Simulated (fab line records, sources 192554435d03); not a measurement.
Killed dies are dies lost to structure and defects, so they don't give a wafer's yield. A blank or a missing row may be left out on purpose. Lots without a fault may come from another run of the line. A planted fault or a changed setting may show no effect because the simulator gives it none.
One fault seen from 2 desks | flow n5_finfet | each desk has only its own numbers; what lay behind them comes last

THE METROLOGY DESK
What the gauges read, lot by lot, whatever tool the lot ran on: means of the sampled wafers that have a number. A lot is out of limits, marked OUT, if its mean lies more than 4 standard deviations from the usual mean; the brackets give that distance. Of its 10 readings 7 are shown: those that lie furthest out on some lot.
Columns: A = DIBL_N at N5_BEOL_M4_RC_MEAS_101, usual 35.8 mV/V; B = DIBL_P at N5_BEOL_M4_RC_MEAS_101, usual 35.9 mV/V; C = IOFF_N at N5_BEOL_M4_RC_MEAS_101, usual 0.152 nA/um; D = IOFF_P at N5_BEOL_M4_RC_MEAS_101, usual 0.21 nA/um; E = ION_N at N5_BEOL_M4_RC_MEAS_101, usual 672 uA/um; F = SS_N at N5_BEOL_M4_RC_MEAS_101, usual 71.5 mV/dec; G = VT_N at N5_BEOL_M4_RC_MEAS_101, usual 250 mV
lot  | first seen here | A    | B    | C     | D    | E   | F    | G
L828 | day 7 22:11     | 36.9 | 37.3 | 0.171 | 0.20 | 675 | 72.9 | 251
L831 | day 9 07:46     | 34.3 | 35.4 | 0.130 | 0.16 | 670 | 71.0 | 251
L835 | day 9 23:46     | 35.5 | 35.3 | 0.131 | 0.16 | 660 | 71.3 | 254
L833 | day 10 03:01    | 37.1 | 38.5 | 0.163 | 0.20 | 677 | 71.0 | 252
L837 | day 10 23:31    | 37.8 | 35.2 | 0.149 | 0.21 | 666 | 71.9 | 253
L838 | day 11 00:23    | 36.2 | 34.9 | 0.159 | 0.21 | 676 | 71.5 | 250
L840 | day 11 04:14    | 33.9 | 33.2 | 0.119 | 0.17 | 657 | 70.8 | 252
L841 | day 11 06:28    | 35.5 | 35.6 | 0.149 | 0.20 | 674 | 71.8 | 250
L842 | day 11 21:38    | 36.5 | 37.3 | 0.160 | 0.22 | 673 | 71.8 | 248
L844 | day 12 20:54    | 35.3 | 36.8 | 0.173 | 0.22 | 688 | 71.3 | 246
L847 | day 13 01:29    | 34.1 | 34.9 | 0.142 | 0.22 | 667 | 71.4 | 251
This desk's finding: nothing out of limits on any of the 11 lots.

THE TOOL OWNER'S DESK: pvd_sputter-02
The tool's own readings at N5_BEOL_M1_SPUTTER_90 (material Cu, target thk 4.5 nm, time 8.29 s): means of the sampled wafers that have a number, for each lot that ran on this tool. A lot is out of limits, marked OUT, if its mean lies more than 4 standard deviations from the usual mean; the brackets give that distance.
Columns: A = chamber_pressure_pa at N5_BEOL_M1_SPUTTER_90, usual 0.06999 Pa; B = substrate_temp_c at N5_BEOL_M1_SPUTTER_90, usual -19.99 C; C = throttle_valve_pct at N5_BEOL_M1_SPUTTER_90, usual 30.4 %
lot  | first seen here | A                 | B      | C
L835 | day 8 05:18     | 0.07000           | -20.06 | 30.1
L833 | day 8 07:11     | 0.07005           | -20.09 | 31.4
L840 | day 9 15:16     | 0.07007           | -19.95 | 30.0
L841 | day 9 20:55     | 0.07021           | -20.08 | 30.0
L842 | day 10 00:42    | 0.07465 (+36) OUT | -20.02 | 29.4
L847 | day 11 14:15    | 0.07460 (+35) OUT | -19.97 | 29.9
This desk's finding: out of limits on L842, L847; first on L842, day 10 00:42 (chamber_pressure_pa at N5_BEOL_M1_SPUTTER_90). In limits: L835, L833, L840, L841.

PUT TOGETHER
The tool owner's desk could have raised an alarm at day 10 00:42, on L842, L847.
The metrology desk saw nothing out of limits.
The metrology desk has L842, L847 on record, within its limits.
Of the lots named, all ran N5_BEOL_M1_SPUTTER_90 on pvd_sputter-02.

WHAT THE SIMULATOR HAD PUT IN
Process parameter drift: pvd_sputter-02, from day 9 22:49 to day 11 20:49, at N5_BEOL_M1_SPUTTER_90. Setting chamber_pressure_pa, moved by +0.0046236, from 0.07. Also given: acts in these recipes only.
Lots struck among those shown: L842, L847.
Hours from the fault's start to each desk's first reading out of limits: the tool owner's desk, 2.
